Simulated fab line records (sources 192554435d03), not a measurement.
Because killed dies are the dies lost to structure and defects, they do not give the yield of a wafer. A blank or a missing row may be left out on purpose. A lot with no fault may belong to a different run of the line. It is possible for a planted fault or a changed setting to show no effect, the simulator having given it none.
Matching of chambers    flow n5 finfet    4 sister chambers for N5_DUMMY_GATE_DESCUM_20 on rie diel-04
The step chemistry O2, time 6.2 s. 14 wafers are shown with their chamber, then 7 later ones without.

== WAFERS PAIRED WITH THEIR CHAMBERS ==
wafer   chamber  showerhead plenum p Torr (Torr)  oes product au (a.u.)  throttle valve pct (%)
L074.3  0        2.18                             0.75                   20.38
L074.4  2        2.19                             0.79                   20.38
L074.5  0        2.18                             0.75                   20.39
L079.2  3        1.98                             0.69                   20.33
L079.4  1        2.04                             0.90                   20.46
L079.6  0        2.18                             0.75                   20.41
L082.1  3        1.98                             0.69                   20.33
L082.2  2        2.19                             0.79                   20.37
L082.3  1        2.04                             0.89                   20.48
L082.4  0        2.18                             0.75                   20.40
L082.5  1        2.04                             0.91                   20.45
L082.6  2        2.19                             0.80                   20.38
L084.1  2        2.18                             0.79                   20.40
L084.3  0        2.17                             0.75                   20.43

SIGNATURES (means of the wafers above)
reading                   chamber 0  chamber 1  chamber 2  chamber 3  scatter within a chamber
showerhead plenum p Torr  2.1780     2.0400     2.1875     1.9800     0.00394
oes product au            0.7500     0.9000     0.7925     0.6900     0.00524
throttle valve pct        20.4020    20.4633    20.3825    20.3300    0.0156
Rule: a wafer lies at a distance from a chamber equal to the root of the sum of squares, over the readings, of (its reading less the chamber's mean, divided by the reading's scatter). If the next closest chamber is less than 2 further off than the closest, the wafer can't be placed; otherwise it belongs to the closest. The scatter: take each reading less its chamber's mean, square it, sum over the shown wafers, divide by the number of wafers less the number of chambers, and take the root.

== WAFERS WHOSE CHAMBER IS MISSING ==
wafer   showerhead plenum p Torr (Torr)  oes product au (a.u.)  throttle valve pct (%)
L084.6  2.18                             0.79                   20.38
L085.3  2.04                             0.88                   20.47
L085.4  2.17                             0.73                   20.43
L085.5  2.04                             0.89                   20.48
L093.3  2.18                             0.77                   20.37
L093.5  1.97                             0.68                   20.34
L093.6  2.17                             0.73                   20.43

== EACH ONE'S CHAMBER ==
wafer   from the rows above      in truth
L084.6  2                        2
L085.3  1                        1
L085.4  0                        0
L085.5  1                        1
L093.3  can't be placed: 0 or 2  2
L093.5  3                        3
L093.6  0                        0
Placed correctly: 6 of 7. These rows do not allow placing 1 (true chamber among the candidates in 1). Wrongly placed: 0.
